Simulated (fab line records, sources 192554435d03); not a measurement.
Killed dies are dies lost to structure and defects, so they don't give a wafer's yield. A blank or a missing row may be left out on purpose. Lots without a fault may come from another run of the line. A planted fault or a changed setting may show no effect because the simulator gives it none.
Which tool did it? | flow n5_finfet | 12 lots, 33 wafers sampled, at 1 step of a route of 1938

WHAT THE GAUGES READ, wafer by wafer
N5_SDB_CD_MEAS_11: target cd 50 nm.
lot  | measured    | on        | cd_nm (nm)
L348 | day 3 22:17 | cd_sem-03 | 51.1 49.8 48.8
L349 | day 4 05:49 | cd_sem-02 | 50.5 49.6 48.9
L351 | day 4 16:37 | cd_sem-01 | 49.3 48.5 48.1
L352 | day 5 01:00 | cd_sem-03 | 49.2 49.2 49.2
L353 | day 5 05:10 | cd_sem-02 | 48.3 47.8 46.7
L363 | day 7 17:56 | cd_sem-02 | 49.3 48.7
L365 | day 8 08:09 | cd_sem-01 | 49.5 49.3 48.4
L366 | day 8 14:11 | cd_sem-03 | 49.7 49.8
L367 | day 8 19:16 | cd_sem-01 | 49.3 48.6 51.6
L368 | day 9 04:26 | cd_sem-02 | 48.7 51.2 49.6
L370 | day 9 13:45 | cd_sem-01 | 50.1 50.5 50.8
L369 | day 9 15:03 | cd_sem-03 | 50.7 51.9

WHICH TOOL RAN EACH LOT (tool, then ch and the chambers of the sampled wafers, then the start)
The record holds no process step before these readings.

WHAT THE TOOLS THEMSELVES READ (means of the sampled wafers that have a number; where no wafer has one, the mark that the record gives instead)
The record holds no such reading with a usual standard deviation.

THE ANSWER, worked out from the rows above alone
Rule: what is usual is taken from the lots themselves. Put in order of their means at a reading, lots are off if they are a third of the lots or fewer, leave a main group of 4 or more, and stand apart from it by a gap of 3 or more times the standard deviation of the main group's means; of several such gaps the widest counts. A main group whose means are all the same, to the digits that the tables above print for the reading, isn't used. A lot without any number at a reading at which 4 lots or more have one is off too. The other lots that the step has rows for count as sound. The gauges are gone through in route order, then the tools' own readings, and for those a lot's mean is taken as printed above. The first step at which some lot is off is used, and at that step the reading that is off furthest; a lot without a number counts as furthest.
No lot is off at any reading shown: from this, nothing can be told.

WHAT THE SIMULATOR HAD PUT IN
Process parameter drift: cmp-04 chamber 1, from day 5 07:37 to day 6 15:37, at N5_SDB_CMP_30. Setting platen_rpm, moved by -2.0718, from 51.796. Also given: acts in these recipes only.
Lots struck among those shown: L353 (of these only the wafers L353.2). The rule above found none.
